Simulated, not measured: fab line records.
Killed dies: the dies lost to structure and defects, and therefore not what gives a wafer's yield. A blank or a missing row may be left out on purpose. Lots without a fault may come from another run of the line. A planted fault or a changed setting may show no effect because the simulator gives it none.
Lot-split experiment :: flow n5Finfet :: 39 wafers read across 7 lots, on a route 1938 steps long

== THE SPLIT ITSELF ==
At N5_BEOL_M7_ILD_DEP_00 (deposits SiCOH lowk from DEMS/porogen, target thk 179.75 nm, time 33.4 s), the setting timeS was moved away from the recipe's 33.4 s on 12 of the 39 wafers read, by +23.5% to +52.3%. For the rest of the wafers, this setting stayed at what the recipe calls for.

== FROM THE SPLIT TO THE READING: what the file shows between them, 1 step ==
- N5_BEOL_M7_CURE_74: cures SiCOH lowk, time 240 s

== THE READING ==
M7_ILD_THK (nm), taken at N5_BEOL_M7_THK_MEAS_01. Typical for fault-free wafers on this fab line: 154.8 nm, with standard deviation 1.9 nm.

wafer: L077.1
tool, chamber at the split: pecvd-01, 1
timeS as run, s: 41.26
against the recipe: +23.5%
M7_ILD_THK, nm: 187.7
against lot-mates on the recipe: +33.2

wafer: L077.2
tool, chamber at the split: pecvd-01, 0
timeS as run, s: 33.4
against the recipe: recipe
M7_ILD_THK, nm: 152.9
against lot-mates on the recipe: -

wafer: L077.3
tool, chamber at the split: pecvd-01, 0
timeS as run, s: 33.4
against the recipe: recipe
M7_ILD_THK, nm: 155.6
against lot-mates on the recipe: -

wafer: L077.4
tool, chamber at the split: pecvd-01, 1
timeS as run, s: 41.26
against the recipe: +23.5%
M7_ILD_THK, nm: 189.8
against lot-mates on the recipe: +35.3

wafer: L077.5
tool, chamber at the split: pecvd-01, 1
timeS as run, s: 33.4
against the recipe: recipe
M7_ILD_THK, nm: 155.0
against lot-mates on the recipe: -

wafer: L077.6
tool, chamber at the split: pecvd-01, 0
timeS as run, s: 41.26
against the recipe: +23.5%
M7_ILD_THK, nm: 193.5
against lot-mates on the recipe: +39.0

wafer: L075.1
tool, chamber at the split: pecvd-02, 2
timeS as run, s: 33.4
against the recipe: recipe
M7_ILD_THK, nm: 152.8
against lot-mates on the recipe: -

wafer: L075.2
tool, chamber at the split: pecvd-02, 1
timeS as run, s: 33.4
against the recipe: recipe
M7_ILD_THK, nm: 153.3
against lot-mates on the recipe: -

wafer: L075.3
tool, chamber at the split: pecvd-02, 0
timeS as run, s: 50.87
against the recipe: +52.3%
M7_ILD_THK, nm: 232.1
against lot-mates on the recipe: +77.9

wafer: L075.4
tool, chamber at the split: pecvd-02, 2
timeS as run, s: 50.87
against the recipe: +52.3%
M7_ILD_THK, nm: 237.1
against lot-mates on the recipe: +82.9

wafer: L075.5
tool, chamber at the split: pecvd-02, 0
timeS as run, s: 50.87
against the recipe: +52.3%
M7_ILD_THK, nm: 235.7
against lot-mates on the recipe: +81.5

wafer: L075.6
tool, chamber at the split: pecvd-02, 1
timeS as run, s: 33.4
against the recipe: recipe
M7_ILD_THK, nm: 156.4
against lot-mates on the recipe: -

wafer: L074.1
tool, chamber at the split: pecvd-01, 2
timeS as run, s: 33.4
against the recipe: recipe
M7_ILD_THK, nm: 153.9
against lot-mates on the recipe: -

wafer: L074.2
tool, chamber at the split: pecvd-01, 0
timeS as run, s: 33.4
against the recipe: recipe
M7_ILD_THK, nm: 153.1
against lot-mates on the recipe: -

wafer: L074.3
tool, chamber at the split: pecvd-01, 1
timeS as run, s: 33.4
against the recipe: recipe
M7_ILD_THK, nm: 152.4
against lot-mates on the recipe: -

wafer: L074.4
tool, chamber at the split: pecvd-01, 1
timeS as run, s: 33.4
against the recipe: recipe
M7_ILD_THK, nm: 155.9
against lot-mates on the recipe: -

wafer: L074.5
tool, chamber at the split: pecvd-01, 0
timeS as run, s: 33.4
against the recipe: recipe
M7_ILD_THK, nm: 155.7
against lot-mates on the recipe: -

wafer: L074.6
tool, chamber at the split: pecvd-01, 2
timeS as run, s: 33.4
against the recipe: recipe
M7_ILD_THK, nm: 156.5
against lot-mates on the recipe: -

wafer: L078.1
tool, chamber at the split: pecvd-02, 1
timeS as run, s: 44.22
against the recipe: +32.4%
M7_ILD_THK, nm: 201.7
against lot-mates on the recipe: +46.5

wafer: L078.2
tool, chamber at the split: pecvd-02, 0
timeS as run, s: 44.22
against the recipe: +32.4%
M7_ILD_THK, nm: 202.8
against lot-mates on the recipe: +47.6

wafer: L078.3
tool, chamber at the split: pecvd-02, 1
timeS as run, s: 33.4
against the recipe: recipe
M7_ILD_THK, nm: 154.3
against lot-mates on the recipe: -

wafer: L078.4
tool, chamber at the split: pecvd-02, 0
timeS as run, s: 33.4
against the recipe: recipe
M7_ILD_THK, nm: 155.5
against lot-mates on the recipe: -

wafer: L078.5
tool, chamber at the split: pecvd-02, 0
timeS as run, s: 44.22
against the recipe: +32.4%
M7_ILD_THK, nm: 204.7
against lot-mates on the recipe: +49.5

wafer: L078.6
tool, chamber at the split: pecvd-02, 1
timeS as run, s: 33.4
against the recipe: recipe
M7_ILD_THK, nm: 155.7
against lot-mates on the recipe: -

wafer: L079.2
tool, chamber at the split: pecvd-01, 0
timeS as run, s: 33.4
against the recipe: recipe
M7_ILD_THK, nm: 151.9
against lot-mates on the recipe: -

wafer: L079.5
tool, chamber at the split: pecvd-01, 2
timeS as run, s: 33.4
against the recipe: recipe
M7_ILD_THK, nm: 154.9
against lot-mates on the recipe: -

wafer: L079.6
tool, chamber at the split: pecvd-01, 1
timeS as run, s: 33.4
against the recipe: recipe
M7_ILD_THK, nm: 154.7
against lot-mates on the recipe: -

wafer: L089.1
tool, chamber at the split: pecvd-03, 2
timeS as run, s: 33.4
against the recipe: recipe
M7_ILD_THK, nm: 154.8
against lot-mates on the recipe: -

wafer: L089.2
tool, chamber at the split: pecvd-03, 0
timeS as run, s: 33.4
against the recipe: recipe
M7_ILD_THK, nm: 153.5
against lot-mates on the recipe: -

wafer: L089.3
tool, chamber at the split: pecvd-03, 0
timeS as run, s: 42.39
against the recipe: +26.9%
M7_ILD_THK, nm: 196.8
against lot-mates on the recipe: +41.8

wafer: L089.4
tool, chamber at the split: pecvd-03, 2
timeS as run, s: 33.4
against the recipe: recipe
M7_ILD_THK, nm: 156.6
against lot-mates on the recipe: -

wafer: L089.5
tool, chamber at the split: pecvd-03, 0
timeS as run, s: 42.39
against the recipe: +26.9%
M7_ILD_THK, nm: 196.1
against lot-mates on the recipe: +41.1

wafer: L089.6
tool, chamber at the split: pecvd-03, 2
timeS as run, s: 42.39
against the recipe: +26.9%
M7_ILD_THK, nm: 197.5
against lot-mates on the recipe: +42.5

wafer: L097.1
tool, chamber at the split: pecvd-03, 2
timeS as run, s: 33.4
against the recipe: recipe
M7_ILD_THK, nm: 152.8
against lot-mates on the recipe: -

wafer: L097.2
tool, chamber at the split: pecvd-03, 1
timeS as run, s: 33.4
against the recipe: recipe
M7_ILD_THK, nm: 153.0
against lot-mates on the recipe: -

wafer: L097.3
tool, chamber at the split: pecvd-03, 0
timeS as run, s: 33.4
against the recipe: recipe
M7_ILD_THK, nm: 154.3
against lot-mates on the recipe: -

wafer: L097.4
tool, chamber at the split: pecvd-03, 0
timeS as run, s: 33.4
against the recipe: recipe
M7_ILD_THK, nm: 155.7
against lot-mates on the recipe: -

wafer: L097.5
tool, chamber at the split: pecvd-03, 1
timeS as run, s: 33.4
against the recipe: recipe
M7_ILD_THK, nm: 154.9
against lot-mates on the recipe: -

wafer: L097.6
tool, chamber at the split: pecvd-03, 2
timeS as run, s: 33.4
against the recipe: recipe
M7_ILD_THK, nm: 155.8
against lot-mates on the recipe: -

THE FIT
A straight line over all 39 wafers: M7_ILD_THK changes by +1.53 nm for each +1% of timeS; r = +1.00; the points scatter about the line by 1.6 nm.
The same after taking each lot's own level away (the mean of its wafers on the recipe; 39 wafers): +1.53 nm for each +1%; r = +1.00; scatter 1.6 nm.
Per that fit: largest timeS move, reading shift of 80 nm.
Measured against the standard deviation above, the lots' own levels, which go from 153.83 to 155.17 nm, span 0.7 times it.
The two slopes are in agreement: the lot-to-lot level therefore moves the slope only a little.
Check: +80.5 nm against its lot-mates is what the line predicts for one of the wafers moved furthest among these (+52.3%) when that wafer is left out of the fit. Against them it came out at +77.9 nm.

== THE OTHER SPLITS THESE WAFERS WENT THROUGH ==
Before the reading, these wafers also passed through other splits. Each is held against what the fit with the lots' levels taken away leaves over:
other split on the same wafers: N5_GATE_CUT_ALD_22 aldCycles
wafers away from the commonest value: 15
r with M7_ILD_THK (lot level and that fit taken away): +0.20

== THE WHOLE CHAIN: every reading that the file lists as answering this split, in the file's order ==
step: N5_BEOL_M7_ILD_DEP_00
what it does: deposits SiCOH lowk from DEMS/porogen, target thk 179.75 nm, time 33.4 s
reading: SiCOH_lowk_of_BEOL_M7_ILD_DEP_00.thkNm (the simulator's own value, which no gauge read)
change (the file's fit): +1.75 nm for each +1% of the setting
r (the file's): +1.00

step: N5_BEOL_M7_CURE_74
what it does: cures SiCOH lowk, time 240 s
reading: SiCOH_lowk_of_BEOL_M7_ILD_DEP_00.thkNm (the simulator's own value, which no gauge read)
change (the file's fit): +1.53 nm for each +1% of the setting
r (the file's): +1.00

step: N5_BEOL_M7_THK_MEAS_01
what it does: 
reading: M7_ILD_THK
change (the file's fit): +1.53 for each +1% of the setting
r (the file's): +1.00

== THE FILE'S OWN FIT ==
M7_ILD_THK changes by +1.53 nm for each +1% of timeS, r = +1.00.
